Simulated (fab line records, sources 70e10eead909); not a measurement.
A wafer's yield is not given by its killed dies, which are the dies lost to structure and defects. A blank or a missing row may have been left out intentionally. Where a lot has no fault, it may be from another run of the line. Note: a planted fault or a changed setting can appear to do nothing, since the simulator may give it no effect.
Chamber matching | flow nandHarc | NHARC_A_CHANNEL_FILL_D1_CMP_10 on cmp-01 has 4 sister chambers
The step polishes, target thk 150 nm. 4 wafers are shown with their chamber, then 7 later ones without.

## WAFERS PAIRED WITH THEIR CHAMBERS
wafer  | chamber | motorCurrentA (A)
L083.6 | 2       | 13.3
L085.1 | 1       | 13.0
L089.3 | 0       | 13.9
L089.4 | 3       | 10.8

## WAFERS WHOSE CHAMBER IS MISSING
wafer  | motorCurrentA (A)
L089.6 | 13.5
L093.1 | 13.9
L093.3 | 10.8
L093.4 | 12.4
L097.2 | 12.9
L097.3 | 13.3
L097.5 | 10.9

## WHICH CHAMBER EACH WENT THROUGH
wafer  | from the rows above          | in truth
L089.6 | can't be placed: 2 or 0 or 1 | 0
L093.1 | 0                            | 0
L093.3 | 3                            | 3
L093.4 | can't be placed: 1 or 2      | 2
L097.2 | can't be placed: 1 or 2      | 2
L097.3 | can't be placed: 2 or 1      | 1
L097.5 | 3                            | 3
3 of 7 placed correctly. Not placeable from these rows: 4 (in 4, the candidates include the true chamber). Wrongly placed: 0.
How it was worked out, from the rows above alone: a wafer's distance from a chamber is the root of the sum, over the readings, of the square of ((its reading less the chamber's mean) divided by the reading's scatter). The wafer belongs to the nearest chamber; if the next one is less than 2 further off, it can't be placed. For every chamber, the mean is computed from those of its wafers that are shown. The scatter: with one shown wafer a chamber, the root of the mean of the squares of how far each hidden wafer lies from its nearest shown one.
